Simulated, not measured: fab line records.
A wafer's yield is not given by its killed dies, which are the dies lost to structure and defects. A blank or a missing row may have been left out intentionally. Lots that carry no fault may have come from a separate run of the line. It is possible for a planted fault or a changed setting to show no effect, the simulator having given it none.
fab line records    flow n5Finfet
record lots=10  wafers=30  lastDay=18
route steps=1938 shown HKMG_FIN@462 GATE_CUT@474 BEOL_M4@1111 PASSIVATION@1936
lots untouched by any fault: they come from a run of this same line in which no faults occurred
startH: hours from the record's opening day to when the first of the lot's shown wafers began    waitH: how many hours have passed since the lot's step before this one    " repeats the value in the row above    L1.1+2: a row that stands for several wafers    - no value, or no start given    * or withheld: withheld    < > ~ a bound
route shown NAME@n: a module of which the file shows steps, and the number in the route of the first    usual: mean/standard deviation of fault-free wafers    same: alike in all rows    chamber/n: place in a boat    sites: each site's reading    _std_site: standard deviation across them    _edge_site: outer sites' mean less inner sites'    radiusMm: for every site, how far away it sits from the centre of the wafer    mask NAME#n: copy n    behind: the most recent tool/chamber to have shaped the wafer    hold: cause of the lot's hold/its duration in hours/its outcome    device: transistor that didn't switch, given as n, p or np    end of line: the route-end tests of the same wafers    a step given without rows: its recipe and nothing more    killed: not the wafer's yield, but the dies lost to structure and defects at the first sort    map: the dies of a wafer, with x for killed, . for not killed, _ for no die there
set.NAME: setting as actually run; set.NAME@STEP: the setting as run at that earlier step    model.NAME: the simulator's own value behind a step, which no gauge read
steps of the route over a sample of lots; a table a step, a row a wafer
services: the hour from which a tool's chamber was out of use, counted from the record's first day as startH (under 0 if before that day), plus the number of hours and why
## steps
# step N5_HKMG_FIN_CMP_94
# recipe stopOn=SiNx  postCmpClean=wDiluteNh4oh  tOverpolishS=4.7  downForcePsi=4  platenRpm=50.289  padVelocityMS=1.0006  targetThkNm=43.299
# usual motorCurrentA=12.3/1.1  retainingRingPressureFrac=1.000/0.0051
lot.wafer  tool    chamber  startH  waitH  motorCurrentA  retainingRingPressureFrac
L392.2     cmp-01  2        85.25   0.4    12.9           0.997
L392.4     "       3        "       "      12.3           1.002
L392.6     "       2        "       "      12.4           0.995
L395.2     cmp-01  1        102.01  0.3    12.0           1.007
L395.4     "       3        "       "      12.9           0.999
L395.5     "       0        "       "      15.1           0.999
L396.1     cmp-03  1        109.40  0.3    11.6           1.012
L396.2     "       2        "       "      10.2           0.992
L396.6     "       0        "       "      13.0           0.996
L397.3     cmp-01  1        121.06  0.4    12.4           0.995
L397.1     "       3        "       "      12.3           1.000
L397.6     "       2        "       "      12.2           1.001
L406.1     cmp-01  1        169.13  0.4    12.9           0.994
L406.3     "       2        "       "      12.0           0.996
L406.4     "       0        "       "      14.6           0.996
L407.4     cmp-03  3        174.87  0.4    11.9           0.998
L407.3     "       0        "       "      12.2           1.007
L407.2     "       2        "       "      10.1           0.997
L408.3     cmp-03  1        179.35  0.4    11.7           1.012
L408.6     "       1        "       "      11.3           0.999
L408.5     "       2        "       "      10.4           1.002
L409.2     cmp-04  1        187.61  0.4    12.6           0.999
L409.6     "       1        "       "      10.7           0.999
L409.5     "       2        "       "      12.2           0.998
L410.4     cmp-01  0        192.00  0.3    14.4           1.007
L410.1     "       1        "       "      12.7           0.997
L410.5     "       3        "       "      12.4           0.999
L413.3     cmp-04  3        215.07  0.4    11.8           1.002
L413.1     "       0        "       "      13.8           1.005
L413.5     "       0        "       "      14.5           1.004
# step N5_GATE_CUT_PECVD_57
# recipe material=SiNx  targetThkA=210  tempC=400  precursor=SiH4/NH3/N2  pressureTorr=1.5  rfW=300
# usual heaterPowerW=772/110  showerheadPlenumPTorr=5.15/0.046  throttleValvePct=39.9/1.8
lot.wafer  tool      chamber  startH  waitH  heaterPowerW  showerheadPlenumPTorr  sinceWetCleanH  throttleValvePct
L392.2     pecvd-03  2        90.19   1.1    677           5.14                   2063            42.3
L392.4     "         1        "       "      978           5.20                   -               40.9
L392.6     "         1        "       "      960           5.19                   -               40.6
L395.2     pecvd-03  2        105.07  1.1    677           5.13                   2078            42.5
L395.4     "         1        "       "      875           5.19                   -               40.7
L395.5     "         2        "       "      668           5.14                   -               42.4
L396.1     pecvd-02  1        112.54  1.1    555           5.10                   1723            40.7
L396.2     "         2        "       "      805           5.14                   244             37.4
L396.6     "         0        "       "      862           5.16                   -               38.6
L397.1     pecvd-02  2        124.13  1.1    765           5.15                   255             37.6
L397.3     "         2        "       "      793           5.14                   -               37.5
L397.6     "         1        "       "      578           5.10                   -               40.8
L406.1     pecvd-03  1        172.50  1.1    965           5.18                   1420            40.8
L406.3     "         0        "       "      883           5.19                   695             39.2
L406.4     "         1        "       "      977           5.18                   -               40.8
L407.2     pecvd-02  2        178.09  1.1    798           5.14                   309             37.9
L407.3     "         0        "       "      873           5.18                   1063            38.3
L407.4     "         0        "       "      890           5.16                   -               38.2
L408.3     pecvd-02  2        182.42  1.1    803           5.14                   314             37.4
L408.5     "         0        "       "      848           5.16                   -               38.3
L408.6     "         1        "       "      672           5.11                   -               40.8
L409.2     pecvd-04  2        190.73  1.1    798           5.24                   141             39.8
L409.5     "         0        "       "      742           5.29                   -               41.0
L409.6     "         2        "       "      813           5.24                   -               39.8
L410.1     pecvd-02  1        195.45  1.1    677           5.11                   1806            40.8
L410.4     "         1        "       "      697           5.10                   -               40.9
L410.5     "         2        "       "      840           5.12                   -               37.6
L413.1     pecvd-02  2        218.13  1.1    771           5.14                   349             38.1
L413.3     "         1        "       "      614           5.11                   1828            41.1
L413.5     "         2        "       "      776           5.14                   -               37.8
# step N5_GATE_CUT_COAT_07
# recipe resist=CAR-EUV  spinRpm=1500  resistThkNm=30
# usual exhaustPa=45.0/0.8  spinSpeedRpm=1499.9/0.98
lot.wafer  tool           chamber  startH  waitH  exhaustPa  spinSpeedRpm
L392.2     lithoTrack-04  0        90.70   -      44.4       1501.0
L392.4     "              0        "       "      44.6       1499.8
L392.6     "              0        "       "      44.2       1498.9
L395.2     lithoTrack-03  0        105.55  -      45.6       1498.7
L395.4     "              0        "       "      46.3       1499.5
L395.5     "              0        "       "      46.3       1499.8
L396.1     lithoTrack-03  0        113.02  -      43.9       1737.5
L396.2     "              0        "       "      43.0       1737.4
L396.6     "              0        "       "      44.6       1738.4
L397.1     lithoTrack-03  0        124.63  -      45.5       1738.9
L397.3     "              0        "       "      45.4       1739.2
L397.6     "              0        "       "      45.7       1738.6
L406.1     lithoTrack-01  0        172.98  -      44.9       1497.7
L406.3     "              0        "       "      45.5       1502.7
L406.4     "              0        "       "      44.6       1500.9
L407.2     lithoTrack-01  0        178.57  -      46.1       1500.2
L407.3     "              0        "       "      44.4       1498.7
L407.4     "              0        "       "      44.6       1500.2
L408.3     lithoTrack-01  0        182.90  -      45.8       1499.9
L408.5     "              0        "       "      45.8       1499.8
L408.6     "              0        "       "      45.8       1498.7
L409.2     lithoTrack-01  0        191.21  -      45.1       1498.4
L409.5     "              0        "       "      44.9       1499.1
L409.6     "              0        "       "      44.8       1500.3
L410.1     lithoTrack-03  0        195.93  -      44.4       1499.7
L410.4     "              0        "       "      44.5       1501.1
L410.5     "              0        "       "      45.4       1499.4
L413.1     lithoTrack-04  0        218.61  -      44.6       1499.1
L413.3     "              0        "       "      44.0       1499.6
L413.5     "              0        "       "      45.4       1498.8
# step N5_GATE_CUT_OVL_MEAS_14
# recipe pointsPerWafer=522
# usual GATE_CUT_OVL=-0.3/0.67
lot.wafer  tool        chamber  startH  waitH  GATE_CUT_OVL[nm]
L392.2     overlay-02  0        91.00   0.0    -0.3
L392.4     "           0        "       "      -0.2
L392.6     "           0        "       "      -0.6
L395.2     overlay-02  0        105.85  0.0    -1.0
L395.4     "           0        "       "      -0.5
L395.5     "           0        "       "      -1.4
L396.1     overlay-02  0        113.31  0.0    -0.3
L396.2     "           0        "       "      0.6
L396.6     "           0        "       "      0.2
L397.1     overlay-02  0        125.04  0.0    -0.9
L397.3     "           0        "       "      -1.1
L397.6     "           0        "       "      -0.6
L406.1     overlay-02  0        173.28  0.0    -0.5
L406.3     "           0        "       "      -0.8
L406.4     "           0        "       "      -0.5
L407.2     overlay-01  0        178.86  0.0    0.7
L407.3     "           0        "       "      1.0
L407.4     "           0        "       "      0.1
L408.3     overlay-02  0        183.20  0.0    -0.9
L408.5     "           0        "       "      -0.4
L408.6     "           0        "       "      0.7
L409.2     overlay-01  0        191.51  0.0    -1.9
L409.5     "           0        "       "      -1.9
L409.6     "           0        "       "      -2.2
L410.1     overlay-01  0        196.23  0.0    -0.2
L410.4     "           0        "       "      -0.9
L410.5     "           0        "       "      -0.3
L413.1     overlay-01  0        218.91  0.0    0.0
L413.3     "           0        "       "      -0.3
L413.5     "           0        "       "      -0.5
# step N5_BEOL_M4_RC_MEAS_101
# usual DIBL_N=36.7/1.8  DIBL_P=37.0/2.4  IOFF_N=0.17/0.036  IOFF_P=0.22/0.042  ION_N=673/12  ION_P=462/8.5  SS_N=71.7/0.62  SS_P=73.4/0.65  VT_N=250/3.7  VT_P=-250/3.7
lot.wafer  tool       chamber  startH  waitH  DIBL_N[mV/V]  DIBL_P[mV/V]  IOFF_N[nA/um]  IOFF_P[nA/um]  ION_N[uA/um]  ION_P[uA/um]  SS_N[mV/dec]  SS_P[mV/dec]  VT_N[mV]  VT_P[mV]
L392.2     prober-02  0        188.56  0.2    38.5          39.0          0.19           0.25           671           461           71.5          73.3          250       -250
L392.4     "          0        "       "      38.2          39.0          0.21           0.24           675           460           71.9          74.6          245       -250
L392.6     "          0        "       "      37.8          37.4          0.19           0.22           667           457           72.0          73.4          250       -249
L396.1     prober-01  0        204.56  0.0    37.7          38.4          0.17           0.21           670           455           72.2          73.5          251       -253
L396.2     "          0        "       "      34.6          34.7          0.13           0.16           671           456           71.1          72.0          252       -255
L396.6     "          0        "       "      35.9          35.1          0.14           0.17           655           447           71.1          73.6          252       -254
L395.2     prober-02  0        214.95  0.2    34.1          34.9          0.11           0.15           642           447           71.1          73.3          257       -253
L395.4     "          0        "       "      36.1          36.7          0.13           0.18           654           443           71.3          72.7          257       -252
L395.5     "          0        "       "      33.6          34.7          0.11           0.15           647           446           70.5          72.5          256       -255
L397.1     prober-01  0        233.22  0.0    35.5          35.9          0.15           0.21           669           461           71.5          72.5          248       -252
L397.3     "          0        "       "      36.9          37.3          0.17           0.22           669           460           72.1          73.8          250       -252
L397.6     "          0        "       "      39.9          40.9          0.24           0.27           687           463           73.2          74.7          244       -250
L406.1     prober-02  0        269.87  0.0    38.3          41.0          0.20           0.29           686           484           72.5          74.2          246       -244
L406.3     "          0        "       "      36.7          38.9          0.19           0.27           693           477           71.0          73.6          246       -244
L406.4     "          0        "       "      38.1          40.2          0.22           0.29           693           479           71.9          73.2          241       -246
L407.2     prober-02  0        272.55  0.2    34.4          35.6          0.13           0.18           669           461           69.5          72.7          251       -253
L407.3     "          0        "       "      36.2          37.1          0.15           0.22           677           474           71.6          73.1          249       -247
L407.4     "          0        "       "      34.7          35.4          0.13           0.18           654           457           71.0          73.0          251       -251
L408.3     prober-02  0        282.98  0.3    39.3          41.1          0.23           0.29           690           478           71.9          73.8          243       -244
L408.5     "          0        "       "      40.1          41.8          0.24           0.32           694           473           72.3          74.4          243       -242
L408.6     "          0        "       "      37.9          40.0          0.21           0.28           692           478           72.5          74.2          243       -242
L409.2     prober-02  0        287.12  0.2    38.5          35.5          0.19           0.22           677           463           73.4          73.6          249       -246
L409.5     "          0        "       "      36.2          32.7          0.14           0.17           662           453           71.1          72.6          253       -251
L409.6     "          0        "       "      35.7          33.9          0.16           0.20           686           471           71.4          72.8          250       -249
L410.1     prober-02  0        300.73  0.0    39.0          38.1          0.20           0.21           679           459           72.0          72.6          248       -252
L410.4     "          0        "       "      38.3          37.9          0.18           0.22           678           469           72.0          73.0          247       -251
L410.5     "          0        "       "      39.3          38.2          0.21           0.22           677           456           72.1          73.0          248       -249
L413.1     prober-02  0        330.73  0.0    37.6          38.4          0.18           0.24           684           467           72.0          72.7          248       -250
L413.3     "          0        "       "      36.9          37.5          0.16           0.22           671           460           71.8          73.1          249       -254
L413.5     "          0        "       "      36.6          37.7          0.16           0.23           676           469           71.8          73.9          249       -251
# step N5_PASSIVATION_PROBE_49
# usual defectLimitedYield=91.1/1.4  killed_at_M0_to_M3=32/9.3  killed_at_M4_up=13/5.8  killedAtContacts=12/6.3  killedAtFrontEnd=44/12  killedAtOther=3.6/2.7  killedDies=104/17  killedOpen=69/13  killedShort=34/6.9  sort_bin_5_function=5.2/0.98  sort_bin_6_memory=3.3/0.59  sort_bin_8_speed=0.01/0.039  sortNPass=1075/17  sortYieldPct=91.1/1.4
# same grossDies=1180  killedAtBackSide=0  sort_bin_4_leakage[%]=0
lot.wafer  tool       chamber  startH  waitH  defectLimitedYield[%]  killed_at_M0_to_M3  killed_at_M4_up  killedAtContacts  killedAtFrontEnd  killedAtOther  killedDies  killedOpen  killedShort  sort_bin_5_function[%]  sort_bin_6_memory[%]  sort_bin_8_speed[%]  sortNPass  sortYieldPct[%]
L397.1     prober-01  -        336.53  0.0    89.1                   35                  12               9                 71                2              129         88          40           6.8                     3.6                   0                    1051       89.1
L406.1     prober-02  -        391.08  0.0    92.8                   27                  13               16                24                5              85          49          36           3.9                     3.1                   0                    1095       92.8
L406.3     prober-02  -        391.18  0.1    92.1                   28                  10               11                44                0              93          48          45           5.1                     2.6                   0                    1087       92.1
L406.4     prober-02  -        391.23  0.2    90.9                   35                  17               24                28                3              107         73          33           5.7                     2.8                   0                    1073       90.9
L409.5     prober-01  -        392.35  0.2    91.7                   26                  15               19                32                6              98          69          29           5.3                     3.0                   0                    1082       91.7
L410.1     prober-02  -        396.18  0.0    89.9                   48                  17               7                 37                10             119         90          27           5.8                     4.1                   0                    1061       89.9
L410.5     prober-02  -        396.38  0.2    91.9                   30                  13               18                25                10             96          61          31           4.8                     3.0                   0                    1084       91.9
L408.3     prober-01  -        398.27  0.1    91.9                   27                  9                11                47                2              96          69          27           4.9                     3.1                   0                    1084       91.9
L408.5     prober-01  -        398.37  0.2    90.1                   39                  6                26                44                2              117         77          39           5.5                     4.2                   0                    1063       90.1
L408.6     prober-01  -        398.42  0.3    91.9                   24                  13               14                44                1              96          63          32           4.7                     3.0                   0                    1084       91.9
# killed by level:class
L397.1 FIN_SAQP:geometricParticle:open=18 STI_FIN_REVEAL:geometricParticle:open=16 FIN_SAQP:geometricParticle:short=13 BEOL_M1:geometricParticle:open=9 BEOL_M4:geometricParticle:open=9 MOL_CONTACT_COAG:geometricParticle:open=8 BEOL_M2:geometricParticle:short=7 BEOL_M2:geometricParticle:open=5
L406.1 MOL_CONTACT_COAG:geometricParticle:open=10 BEOL_M2:geometricParticle:open=7 MOL_CONTACT_COAG:geometricParticle:short=6 BEOL_M0_SAQP:geometricParticle:open=6 FIN_SAQP:geometricParticle:open=4 STI_FIN_REVEAL:geometricParticle:open=4 DUMMY_GATE:geometricParticle:short=4 GATE_CUT:geometricParticle:short=4
L406.3 FIN_SAQP:geometricParticle:short=15 BEOL_M0_SAQP:geometricParticle:short=11 BEOL_M2:geometricParticle:open=10 MOL_CONTACT_COAG:geometricParticle:open=8 FIN_SAQP:geometricParticle:open=5 GATE_CUT:geometricParticle:short=5 DUMMY_GATE:geometricParticle:open=4 BEOL_M0_SAQP:geometricParticle:open=4
L406.4 MOL_CONTACT_COAG:geometricParticle:open=19 BEOL_M0_SAQP:geometricParticle:short=18 BEOL_M4:geometricParticle:open=10 FIN_SAQP:geometricParticle:open=8 BEOL_M0_SAQP:geometricParticle:open=8 STI_FIN_REVEAL:geometricParticle:open=5 MOL_CONTACT_COAG:geometricParticle:short=5 BEOL_M2:geometricParticle:open=4
L409.5 MOL_CONTACT_COAG:geometricParticle:open=13 BEOL_M3:geometricParticle:open=8 FIN_SAQP:geometricParticle:short=6 BEOL_M4:geometricParticle:open=6 MOL_CONTACT_COAG:geometricParticle:short=6 BEOL_M2:geometricParticle:open=6 STI_FIN_REVEAL:geometricParticle:open=5 FIN_SAQP:geometricParticle:open=4
L410.1 BEOL_M2:geometricParticle:open=14 STI_FIN_REVEAL:geometricParticle:open=12 BEOL_M4:geometricParticle:open=11 BEOL_M0:geometricParticle:open=11 BEOL_M3:geometricParticle:open=11 FIN_SAQP:geometricParticle:short=7 MOL_CONTACT_COAG:geometricParticle:open=6 DUMMY_GATE:geometricParticle:open=4
L410.5 MOL_CONTACT_COAG:geometricParticle:open=14 FIN_SAQP:geometricParticle:open=8 BEOL_M4:geometricParticle:open=7 BEOL_M2:geometricParticle:open=7 MIM_BOT:geometricParticle:short=6 FIN_SAQP:geometricParticle:short=5 BEOL_M0_SAQP:geometricParticle:open=5 BEOL_M5:geometricParticle:open=5
L408.3 FIN_SAQP:geometricParticle:open=16 BEOL_M1:geometricParticle:open=11 MOL_CONTACT_COAG:geometricParticle:open=11 FIN_SAQP:geometricParticle:short=8 BEOL_M3:geometricParticle:open=8 STI_FIN_REVEAL:geometricParticle:open=5 BEOL_M0_SAQP:geometricParticle:open=4 STARTING-WAFER:geometricParticle:short=4
L408.5 MOL_CONTACT_COAG:geometricParticle:open=21 BEOL_M1:geometricParticle:open=10 GATE_CUT:geometricParticle:short=8 FIN_SAQP:geometricParticle:open=7 BEOL_M3:geometricParticle:open=7 BEOL_M0_SAQP:geometricParticle:short=7 SPACER0:geometricParticle:open=6 MOL_CONTACT_COAG:geometricParticle:short=5
L408.6 FIN_SAQP:geometricParticle:open=13 MOL_CONTACT_COAG:geometricParticle:open=10 FIN_SAQP:geometricParticle:short=7 GATE_CUT:geometricParticle:short=6 BEOL_M0_SAQP:geometricParticle:open=5 BEOL_M4:geometricParticle:open=5 STI_FIN_REVEAL:geometricParticle:open=4 GATE_CUT:geometricParticle:open=4
## services
tool      chamber  startH  hours  kind
pecvd-03  0        76.39   16.1   repair
cmp-04    -        94.88   1.7    repair
cmp-03    -        98.68   2.0    repair
pecvd-02  -        105.74  2.8    pm
cmp-01    -        117.02  0.3    repair
cmp-01    -        122.84  0.3    repair
pecvd-02  0        123.17  2.1    scheduledDown
cmp-01    -        124.96  3.5    pm
pecvd-03  -        127.47  1.0    repair
pecvd-03  1        129.55  5.0    scheduledDown
pecvd-04  -        134.90  3.0    repair
cmp-01    -        140.20  1.9    repair
cmp-04    -        141.14  4.0    pm
pecvd-02  1        148.43  2.9    repair
pecvd-02  2        175.35  2.1    scheduledDown
pecvd-02  -        175.95  0.5    repair
pecvd-03  0        179.86  2.1    scheduledDown
pecvd-03  0        183.21  5.5    scheduledDown
cmp-03    -        185.38  1.5    repair
cmp-03    -        190.72  0.2    repair
pecvd-03  -        196.68  14.6   pm
pecvd-04  -        205.95  1.2    repair
cmp-03    -        210.84  0.7    repair
pecvd-03  2        211.28  -      clean
## key
firstSign step=N5_GATE_CUT_COAT_07  reading=spinSpeedRpm  direction=up  sigmas=99+  usual=*  struck=*
effect none on later readings
metAt N5_GATE_CUT_COAT_07
struckLots L396,L397
notActingAt N5_HKMG_FIN_CMP_94,N5_GATE_CUT_PECVD_57,N5_GATE_CUT_OVL_MEAS_14
onsetBetween 105.55 113.02
fault kind=processParameterDrift  tool=lithoTrack-03  chamber=-  onsetH=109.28  steps=N5_GATE_CUT_COAT_07  channel=spinRpm  offset=*  shape=step  endH=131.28  actsIn=*  stated=*
